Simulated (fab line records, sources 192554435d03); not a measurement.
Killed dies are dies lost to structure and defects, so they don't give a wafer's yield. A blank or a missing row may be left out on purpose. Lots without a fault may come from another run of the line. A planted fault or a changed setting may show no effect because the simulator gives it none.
Chamber matching | flow n5_finfet | N5_SPACER0_ALD_08 on ald_sin-01: 4 sister chambers
The step deposits SiNx, target thk 2 nm. 18 wafers are shown with their chamber, then 9 later ones without.

WAFERS WITH THEIR CHAMBER
wafer  | chamber | heater_power_w (W)
L076.2 | 0       | 838
L076.3 | 2       | 822
L076.6 | 3       | 900
L079.1 | 2       | 818
L079.2 | 1       | 719
L079.6 | 0       | 818
L080.1 | 3       | 917
L080.3 | 2       | 836
L080.4 | 1       | 716
L081.1 | 2       | 832
L081.3 | 0       | 816
L081.6 | 0       | 822
L082.1 | 1       | 719
L082.3 | 2       | 810
L082.4 | 3       | 907
L083.1 | 2       | 814
L083.4 | 0       | 818
L083.5 | 0       | 820

SIGNATURES (means of the wafers above)
reading        | chamber 0 | chamber 1 | chamber 2 | chamber 3 | scatter within a chamber
heater_power_w | 822.00    | 718.00    | 822.00    | 908.00    | 8.45
Rule: a wafer's distance from a chamber is the root of the sum, over the readings, of the square of ((its reading less the chamber's mean) divided by the reading's scatter). The wafer belongs to the nearest chamber; if the next one is less than 2 further off, it can't be placed. The scatter: the root of (the sum of the squares of (reading less its chamber's mean) over the shown wafers, divided by (wafers less chambers)).

WAFERS WITHOUT THEIR CHAMBER
wafer  | heater_power_w (W)
L086.2 | 819
L086.3 | 886
L086.6 | 915
L091.2 | 836
L091.5 | 927
L091.6 | 826
L093.2 | 812
L093.3 | 709
L093.4 | 845

WHICH CHAMBER EACH WENT THROUGH
wafer  | from the rows above     | in truth
L086.2 | can't be placed: 0 or 2 | 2
L086.3 | 3                       | 3
L086.6 | 3                       | 3
L091.2 | can't be placed: 0 or 2 | 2
L091.5 | 3                       | 3
L091.6 | can't be placed: 0 or 2 | 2
L093.2 | can't be placed: 0 or 2 | 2
L093.3 | 1                       | 1
L093.4 | can't be placed: 0 or 2 | 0
Placed correctly: 4 of 9. Can't be placed from these rows: 5 (the true chamber is among the candidates in 5). Placed wrongly: 0.
